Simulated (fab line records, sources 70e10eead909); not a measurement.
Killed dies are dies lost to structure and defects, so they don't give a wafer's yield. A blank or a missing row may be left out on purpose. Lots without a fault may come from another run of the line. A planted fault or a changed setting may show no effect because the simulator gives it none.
One fault seen from 2 desks | flow nand_harc | each desk has only its own numbers; what lay behind them comes last

THE METROLOGY DESK
What the gauges read, lot by lot, whatever tool the lot ran on: means of the sampled wafers that have a number. A lot is out of limits, marked OUT, if its mean lies more than 4 standard deviations from the usual mean; the brackets give that distance.
Columns: A = thk_nm at NHARC_A_BONDPAD_THK_MEAS_20, usual 169.6 nm
lot  | first seen here | A
L220 | day 18 03:04    | 169.1
L221 | day 18 06:04    | 168.7
L222 | day 18 07:33    | 170.5
L219 | day 18 12:25    | 168.1
L223 | day 18 18:15    | 169.9
L224 | day 18 22:14    | 170.8
L225 | day 19 15:22    | 169.7
L226 | day 19 16:16    | 168.8
L233 | day 21 07:04    | 168.2
L237 | day 22 18:02    | 170.8
L240 | day 23 05:33    | 171.7
L238 | day 23 12:43    | 168.4
This desk's finding: nothing out of limits on any of the 12 lots.

THE TOOL OWNER'S DESK: rie_diel-03
The tool's own readings at NHARC_THIN_TSV_ETCHBACK_48 (etches the open film in C4F8/Ar, target depth 1028.5 nm, time 405.17 s): means of the sampled wafers that have a number, for each lot that ran on this tool. A lot is out of limits, marked OUT, if its mean lies more than 4 standard deviations from the usual mean; the brackets give that distance.
Columns: A = oes_product_au at NHARC_THIN_TSV_ETCHBACK_48, usual 0.939 a.u.; B = rf_vpp_V at NHARC_THIN_TSV_ETCHBACK_48, usual 547 V
lot  | first seen here | A     | B
L233 | day 22 06:46    | 0.927 | 542
This desk's finding: nothing out of limits on the one lot.

PUT TOGETHER
The metrology desk saw nothing out of limits.
The tool owner's desk saw nothing out of limits.

WHAT THE SIMULATOR HAD PUT IN
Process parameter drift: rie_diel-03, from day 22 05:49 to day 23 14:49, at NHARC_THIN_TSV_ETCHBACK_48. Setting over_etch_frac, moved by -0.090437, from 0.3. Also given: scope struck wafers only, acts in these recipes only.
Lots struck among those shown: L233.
